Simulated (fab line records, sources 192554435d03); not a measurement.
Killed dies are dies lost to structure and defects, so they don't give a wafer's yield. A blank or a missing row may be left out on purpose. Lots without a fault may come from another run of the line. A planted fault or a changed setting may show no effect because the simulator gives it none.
Problem report in the 8D (eight disciplines) form, filled by code | flow n5_finfet | the parts of the form that need people (team, actions taken, sign-off) are left out

1. THE PROBLEM
MD_CAP_THK at N5_MOL_CONTACT_COAG_THK_MEAS_29 reads a mean of 31.73 nm on 3 wafers of 2 lots; wafers without a fault read 17.91 nm with a standard deviation of 0.082. That is +99 or more standard deviations from the usual mean.
First seen on wafer L605.6, day 9 03:47, on film_metro-02. The record holds 23 wafers of 8 lots with a number at this step. Rule for "out", or "out of limits": more than 4 standard deviations from the usual mean. The other wafers with a number count as sound.

2. WHAT IT IS AND WHAT IT IS NOT
question                    | is                     | is not
which readings at this step | MD_CAP_THK             | -
which lots                  | L605, L608             | L590, L596, L598, L609, L610, L612
which wafers of those lots  | L605.6, L608.3, L608.6 | L605.1, L605.2, L608.2
read on which gauges        | film_metro-02          | film_metro-01
when                        | from day 9 03:47       | up to then (11 sound wafers); but 9 sound wafers of L608, L609, L610, L612 came after

3. SUSPECTS, AND WHAT RULES EACH OUT
Counting: a tool at a process step up to the reading stays a suspect if it ran every lot that is out. Sound lots after the first of them don't rule it out here, since some wafers of a struck lot are sound.
- the gauge at N5_MOL_CONTACT_COAG_THK_MEAS_29: ruled out. All the wafers that are out were read on film_metro-02, but those of them that N5_MOL_CONTACT_COAG_ETCH_47 has rows for are out there too, on other tools.
- rie_metal-01 at N5_GATE_CUT_ETCH_56 (etches TiN in Cl2/Ar, target depth 21.6 nm): kept. It ran every lot that is out, first L605 (day 8 10:20); its last sound lot up to then is L590 (day 4 12:01).
- ald_sin-03 at N5_GATE_CUT_SAC_CAP_01 (material SiNx, target thk 24 nm, pulse time 1 s, ald cycles 480): kept. It ran every lot that is out, first L605 (day 8 11:25); its last sound lot up to then is L598 (day 6 16:06).
Left after counting: rie_metal-01 at N5_GATE_CUT_ETCH_56, ald_sin-03 at N5_GATE_CUT_SAC_CAP_01.

4. THE CAUSE (what the simulator had put in)
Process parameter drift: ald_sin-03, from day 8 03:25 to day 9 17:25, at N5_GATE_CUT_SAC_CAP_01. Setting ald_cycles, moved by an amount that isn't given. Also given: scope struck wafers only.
Counting left 2 suspects, and this tool is among them.

5. THE CHAIN OF EFFECTS, in route order
Each row: a reading whose mean over the struck wafers that have a number lies more than 3 standard deviations from the usual. Only readings for which the record gives a usual standard deviation are gone through. hours: the time from each lot's start at the first step in this table that gives one to its start at this step, as a median over the lots. sigmas: the change in usual standard deviations.
hours | step                            | reading           | usual    | on struck wafers | change | sigmas
0     | N5_GATE_CUT_ETCH_19             | etch_rf_on_time_s | 77.7 s   | 71.8             | -5.9   | -4.0
13    | N5_MOL_CONTACT_COAG_THK_MEAS_29 | MD_CAP_THK        | 17.91 nm | 31.73            | +13.82 | +99 or more
15    | N5_MOL_CONTACT_COAG_ETCH_47     | etch_rf_on_time_s | 31.0 s   | 50.8             | +19.8  | +31
The process steps in it:
- N5_GATE_CUT_ETCH_19: etches SiNx in CH3F/O2, target depth 53.7 nm, time 76.7 s.
- N5_MOL_CONTACT_COAG_ETCH_47: etches SiNx in CH3F/O2, stops on W, target depth 27 nm.

6. WHAT WOULD HAVE CAUGHT IT SOONER
In this record the first reading out of limits at a measuring or inspecting step was taken at day 9 03:47, 24 hours after the fault began at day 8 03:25.
Of the tool readings at N5_GATE_CUT_SAC_CAP_01 for which the record gives a usual standard deviation, none was out on any struck wafer, so an alarm limit of 4 standard deviations on them would not have fired.
Of the lots that are out (2), L608 began N5_GATE_CUT_SAC_CAP_01 on ald_sin-03 after day 9 03:47. A hold on the tool at that time would have spared it.
